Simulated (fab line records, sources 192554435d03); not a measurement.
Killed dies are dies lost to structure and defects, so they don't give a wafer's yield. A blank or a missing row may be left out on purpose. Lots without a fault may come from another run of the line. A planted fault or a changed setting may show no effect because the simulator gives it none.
Split-lot experiment | flow n5_finfet | 7 lots, 39 wafers read, on a route of 1938 steps

THE SPLIT
At N5_BEOL_M6_TRENCH_ETCH_37 (etches SiCOH lowk in C4F6/O2, target depth 94.435 nm, time 31.5 s), the setting time_s was moved away from the recipe's 31.5 s on 15 of the 39 wafers read, by -33.4% to +53.5%. The other wafers ran this setting at the recipe's value.

FROM THE SPLIT TO THE READING: what the file shows between them, 8 steps
- N5_BEOL_M6_ETCH_41: etches SiCN in CH3F/O2, target depth 29.7 nm, time 52 s
- N5_BEOL_M6_STRIP_80: strips in N2/H2, time 10 s
- N5_BEOL_M6_OCD_MEAS_38
- N5_BEOL_M6_HM_STRIP_39: strips TiN in peroxide tin strip, target depth 25 nm, time 158 s
- N5_BEOL_M6_SRD_40: time 30 s
- N5_BEOL_M6_ECD_50: material Cu, target thk 300 nm
- N5_BEOL_M6_ANNEAL_51: time 90 s
- N5_BEOL_M6_CMP_52: polishes, stops on SiCOH lowk, t overpolish 6.9 s, target thk 80 nm

THE READING
M6_THK, in nm, at N5_BEOL_M6_THK_MEAS_53 (measures by xrf). Fault-free wafers of this fab line usually give 79.8 nm, standard deviation 1.9 nm.

wafer  | tool, chamber at the split | time_s as run, s | against the recipe | M6_THK, nm | against lot-mates on the recipe
L080.1 | rie_diel-01, 1             | 31.5             | recipe             | 76.1       | -
L080.2 | rie_diel-01, 0             | 31.5             | recipe             | 80.6       | -
L080.3 | rie_diel-01, 2             | 31.5             | recipe             | 77.5       | -
L080.4 | rie_diel-01, 3             | 20.99            | -33.4%             | 50.7       | -27.4
L080.5 | rie_diel-01, 3             | 20.99            | -33.4%             | 50.4       | -27.7
L080.6 | rie_diel-01, 2             | 20.99            | -33.4%             | 47.0       | -31.1
L083.1 | rie_diel-05, 1             | 31.5             | recipe             | 80.2       | -
L083.2 | rie_diel-05, 2             | 31.5             | recipe             | 80.7       | -
L083.3 | rie_diel-05, 0             | 31.5             | recipe             | 82.6       | -
L083.4 | rie_diel-05, 3             | 38.21            | +21.3%             | 99.2       | +18.0
L083.5 | rie_diel-05, 3             | 38.21            | +21.3%             | 99.4       | +18.2
L083.6 | rie_diel-05, 0             | 38.21            | +21.3%             | 102.4      | +21.2
L090.1 | rie_diel-01, 3             | 26.33            | -16.4%             | 67.3       | -11.5
L090.2 | rie_diel-01, 1             | 31.5             | recipe             | 78.9       | -
L090.3 | rie_diel-01, 2             | 31.5             | recipe             | 77.6       | -
L090.4 | rie_diel-01, 0             | 26.33            | -16.4%             | 63.7       | -15.1
L090.5 | rie_diel-01, 1             | 31.5             | recipe             | 79.9       | -
L090.6 | rie_diel-01, 2             | 26.33            | -16.4%             | 62.1       | -16.7
L092.1 | rie_diel-02, 1             | 31.5             | recipe             | 80.6       | -
L092.2 | rie_diel-02, 0             | 48.34            | +53.5%             | 132.9      | +52.2
L092.3 | rie_diel-02, 3             | 31.5             | recipe             | 81.0       | -
L092.4 | rie_diel-02, 2             | 48.34            | +53.5%             | 131.7      | +51.0
L092.5 | rie_diel-02, 2             | 48.34            | +53.5%             | 130.9      | +50.2
L092.6 | rie_diel-02, 1             | 31.5             | recipe             | 80.6       | -
L094.1 | rie_diel-05, 3             | 46.32            | +47.0%             | 122.5      | +40.8
L094.2 | rie_diel-05, 0             | 46.32            | +47.0%             | 128.6      | +46.9
L094.3 | rie_diel-05, 2             | 31.5             | recipe             | 81.2       | -
L094.4 | rie_diel-05, 1             | 31.5             | recipe             | 81.1       | -
L094.5 | rie_diel-05, 3             | 46.32            | +47.0%             | 122.3      | +40.6
L094.6 | rie_diel-05, 0             | 31.5             | recipe             | 82.7       | -
L095.1 | rie_diel-02, 2             | 31.5             | recipe             | 77.6       | -
L095.2 | rie_diel-02, 3             | 31.5             | recipe             | 76.5       | -
L095.3 | rie_diel-02, 1             | 31.5             | recipe             | 78.9       | -
L095.4 | rie_diel-02, 0             | 31.5             | recipe             | 77.4       | -
L095.5 | rie_diel-02, 3             | 31.5             | recipe             | 77.4       | -
L095.6 | rie_diel-02, 2             | 31.5             | recipe             | 76.9       | -
L096.1 | rie_diel-01, 3             | 31.5             | recipe             | 82.5       | -
L096.2 | rie_diel-01, 1             | 31.5             | recipe             | 81.6       | -
L096.3 | rie_diel-01, 2             | 31.5             | recipe             | 76.9       | -

THE FIT
A straight line over all 39 wafers: M6_THK changes by +0.954 nm for each +1% of time_s; r = +1.00; the points scatter about the line by 2.1 nm.
The same after taking each lot's own level away (the mean of its wafers on the recipe; 39 wafers): +0.916 nm for each +1%; r = +1.00; scatter 1.8 nm.
On that fit, the largest move of time_s shifts the reading by 49 nm.
The lots' own levels span 77.45 to 81.67 nm, that is 2.2 times the standard deviation above.
So the lot-to-lot level changes the slope little: the two slopes agree.
Check: with one of the wafers moved furthest among these (+53.5%) left out of the fit, the line predicts +48.8 nm for it against its lot-mates. It came out at +52.2 nm against them.

THE WHOLE CHAIN: every reading that the file lists as answering this split, in the file's order
step                      | what it does                                                        | reading                                                                          | change (the file's fit)                                                              | r (the file's)
N5_BEOL_M6_TRENCH_ETCH_37 | etches SiCOH lowk in C4F6/O2, target depth 94.435 nm, time 31.5 s   | etch.depth_nm (the simulator's own value, which no gauge read)                   | +0.932 nm for each +1% of the setting                                                | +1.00
N5_BEOL_M6_TRENCH_ETCH_37 | etches SiCOH lowk in C4F6/O2, target depth 94.435 nm, time 31.5 s   | BEOL_M6.feature_depth_nm (the simulator's own value, which no gauge read)        | +0.931 nm for each +1% of the setting                                                | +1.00
N5_BEOL_M6_TRENCH_ETCH_37 | etches SiCOH lowk in C4F6/O2, target depth 94.435 nm, time 31.5 s   | TiN_of_BEOL_M6_HM_DEP_02.thk_nm (the simulator's own value, which no gauge read) | -0.0241 nm for each +1% of the setting                                               | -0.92
N5_BEOL_M6_OCD_MEAS_38    |                                                                     | trench_depth_nm                                                                  | +0.929 nm for each +1% of the setting                                                | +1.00
N5_BEOL_M6_CMP_52         | polishes, stops on SiCOH lowk, t overpolish 6.9 s, target thk 80 nm | Cu_of_BEOL_M6_ECD_50.thk_nm (the simulator's own value, which no gauge read)     | +0.931 nm for each +1% of the setting                                                | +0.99
N5_BEOL_M6_THK_MEAS_53    | measures by xrf                                                     | M6_THK                                                                           | +0.919 for each +1% of the setting                                                   | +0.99
N5_BEOL_M6_RS_MEAS_57     | measures by four-point-probe                                        | M6_RS                                                                            | not straight: 0.506 at the lowest setting, 0.284 at the recipe, 0.161 at the highest | not given

THE FILE'S OWN FIT
M6_THK changes by +0.919 nm for each +1% of time_s, r = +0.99.
